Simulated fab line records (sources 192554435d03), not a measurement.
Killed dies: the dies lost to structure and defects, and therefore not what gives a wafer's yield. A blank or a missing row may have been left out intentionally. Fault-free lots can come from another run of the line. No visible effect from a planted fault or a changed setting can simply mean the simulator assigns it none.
What tool caused it? + flow n5-finfet + Sampling: 11 lots, 33 wafers, 4 of 1938 route steps

WHAT EACH GAUGE READ, for each wafer
N5_MOL_CONTACT_COAG_OVL_MEAS_09.
| lot  | measured     | on         | CA_OVL (nm)   |
|------|--------------|------------|---------------|
| L075 | day 4 19:01  | overlay-02 | 0.1 -0.3 0.6  |
| L077 | day 5 12:23  | overlay-01 | -0.3 0.0 0.4  |
| L079 | day 5 20:05  | overlay-02 | 0.2 0.7 0.7   |
| L081 | day 6 08:57  | overlay-01 | 1.3 0.5 0.5   |
| L083 | day 6 19:50  | overlay-01 | 0.8 0.6 1.1   |
| L085 | day 7 09:32  | overlay-02 | 0.1 -0.4 -0.7 |
| L087 | day 7 23:53  | overlay-02 | -0.3 -0.6 0.1 |
| L089 | day 8 09:16  | overlay-02 | 0.2 -0.4 -0.9 |
| L091 | day 8 21:29  | overlay-01 | -0.2 0.6 -0.5 |
| L094 | day 9 13:01  | overlay-01 | 0.2 0.2 0.3   |
| L096 | day 10 03:25 | overlay-02 | -1.0 -0.8 0.1 |

TOOL THAT RAN EACH LOT (tool first, then ch and the chambers of the sampled wafers, then the start)
| lot  | N5_HKMG_FIN_STRIP_88                | N5_HKMG_FIN_ETCHBACK_68          | N5_HKMG_FIN_CMP_23           |
|------|-------------------------------------|----------------------------------|------------------------------|
| L075 | plasma-asher-01 ch 0,1, day 4 08:12 | rie-metal-01 ch 0,1, day 4 09:14 | cmp-04 ch 0,2,3, day 4 10:18 |
| L077 | plasma-asher-01 ch 0,1, day 4 22:20 | rie-metal-01 ch 0,1, day 4 23:22 | cmp-04 ch 0,1,3, day 5 00:26 |
| L079 | plasma-asher-01 ch 0,1, day 5 09:14 | rie-metal-02 ch 0,1, day 5 10:17 | cmp-03 ch 1,3, day 5 11:25   |
| L081 | plasma-asher-01 ch 0,1, day 5 22:37 | rie-metal-03 ch 0,1, day 5 23:39 | cmp-04 ch 0,2, day 6 00:47   |
| L083 | plasma-asher-02 ch 0,1, day 6 08:58 | rie-metal-01 ch 0,1, day 6 10:00 | cmp-01 ch 0,2,3, day 6 11:08 |
| L085 | plasma-asher-02 ch 0,1, day 6 22:14 | rie-metal-02 ch 0,1, day 6 23:17 | cmp-03 ch 1,2,3, day 7 00:25 |
| L087 | plasma-asher-01 ch 0,1, day 7 13:24 | rie-metal-03 ch 0,1, day 7 14:22 | cmp-03 ch 0,1,2, day 7 15:23 |
| L089 | plasma-asher-02 ch 0,1, day 7 22:37 | rie-metal-03 ch 0,1, day 7 23:40 | cmp-01 ch 0,2,3, day 8 00:52 |
| L091 | plasma-asher-02 ch 0,1, day 8 09:36 | rie-metal-03 ch 0,1, day 8 10:38 | cmp-01 ch 0,3, day 8 11:42   |
| L094 | plasma-asher-01 ch 0,1, day 9 02:35 | rie-metal-02 ch 0,1, day 9 03:40 | cmp-03 ch 0,2,3, day 9 04:43 |
| L096 | plasma-asher-02 ch 0,1, day 9 16:25 | rie-metal-03 ch 0,1, day 9 17:27 | cmp-01 ch 1,2, day 9 18:31   |
- N5_HKMG_FIN_STRIP_88: strips in N2/H2, time 360 s.
- N5_HKMG_FIN_ETCHBACK_68: etches the open film in Cl2/Ar, stops on HfO2, target depth 0.5 nm.
- N5_HKMG_FIN_CMP_23: polishes, stops on SiNx, t overpolish 10 s, target thk 46.326 nm.

THE ANSWER, worked out from the rows above alone
Rule: what is usual is taken from the lots themselves. The widest of any qualifying gaps counts: lots, ordered by their means at a reading, are off when they make up no more than a third of the lots, leave a main group of 4 or more, and stand apart from it by 3 or more times the standard deviation of that group's means. If all means in a main group match to the digits the tables above print for the reading, that group is not used. A lot without any number at a reading at which 4 lots or more have one is off too. All remaining lots with rows at the step are treated as sound.
No lot is off on any of the readings shown, so nothing can be concluded from this.

WHAT THE SIMULATOR HAD INSERTED
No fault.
